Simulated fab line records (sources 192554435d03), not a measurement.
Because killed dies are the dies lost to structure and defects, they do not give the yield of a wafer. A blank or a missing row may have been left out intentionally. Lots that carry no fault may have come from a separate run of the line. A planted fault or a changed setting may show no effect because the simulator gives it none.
One fault seen from 2 desks -- flow n5_finfet -- what lay behind the numbers comes last; until then each desk has only its own

AT THE METROLOGY DESK
What the gauges read for every lot (on any tool): the sampled wafers with a number, averaged. Marked OUT: a lot whose mean sits more than 4 standard deviations from the usual mean, which makes it out of limits; the brackets give that distance. It has 10 readings; the 7 that lie furthest out on some lot are the ones shown.
Columns: A = DIBL_P at N5_BEOL_M4_RC_MEAS_101, usual 37.1 mV/V; B = IOFF_N at N5_BEOL_M4_RC_MEAS_101, usual 0.168 nA/um; C = IOFF_P at N5_BEOL_M4_RC_MEAS_101, usual 0.22 nA/um; D = ION_N at N5_BEOL_M4_RC_MEAS_101, usual 679 uA/um; E = ION_P at N5_BEOL_M4_RC_MEAS_101, usual 466 uA/um; F = SS_P at N5_BEOL_M4_RC_MEAS_101, usual 73.5 mV/dec; G = VT_P at N5_BEOL_M4_RC_MEAS_101, usual -250 mV
lot,first seen here,A,B,C,D,E,F,G
L877,day 7 12:11,38.3,0.184,0.22,675,461,74.0,-251
L881,day 8 11:34,38.6,0.172,0.24,681,468,73.1,-249
L880,day 8 13:56,37.7,0.179,0.27,694,482,73.7,-245
L887,day 10 00:07,39.9,0.210,0.24,678,462,74.3,-251
L890,day 11 02:07,33.9,0.150,0.21,669,465,73.6,-250
L894,day 12 05:23,36.7,0.142,0.22,677,470,73.2,-250
L896,day 12 11:42,36.0,0.136,0.19,666,458,73.4,-252
L900,day 14 02:40,36.8,0.158,0.22,674,464,72.9,-248
This desk's finding: nothing out of limits on any of the 8 lots.

DESK OF THE TOOL OWNER: pecvd-01
The tool's own readings at N5_BEOL_M0_SAQP_PECVD_03 (deposits SiCN from 3MS/NH3, target thk 12 nm, time 21.1 s): means of the sampled wafers that have a number, for each lot that ran on this tool. Marked OUT: a lot whose mean sits more than 4 standard deviations from the usual mean, which makes it out of limits; the brackets give that distance.
Columns: A = run_length_s at N5_BEOL_M0_SAQP_PECVD_03, usual 51.4 s; B = showerhead_plenum_p_Torr at N5_BEOL_M0_SAQP_PECVD_03, usual 3.661 Torr; C = throttle_valve_pct at N5_BEOL_M0_SAQP_PECVD_03, usual 9.2 %
lot,first seen here,A,B,C
L880,day 6 05:29,51.9,3.664,9.2
L881,day 6 10:11,51.2,3.657,9.3
L887,day 8 06:10,53.2,3.661,9.2
L900,day 11 02:38,51.3,3.655,8.9
This desk's finding: nothing out of limits on any of the 4 lots.

TAKEN TOGETHER
From the metrology desk's view, nothing was out of limits.
The desk of the tool owner found nothing out of limits.

WHAT WAS PUT IN BY THE SIMULATOR
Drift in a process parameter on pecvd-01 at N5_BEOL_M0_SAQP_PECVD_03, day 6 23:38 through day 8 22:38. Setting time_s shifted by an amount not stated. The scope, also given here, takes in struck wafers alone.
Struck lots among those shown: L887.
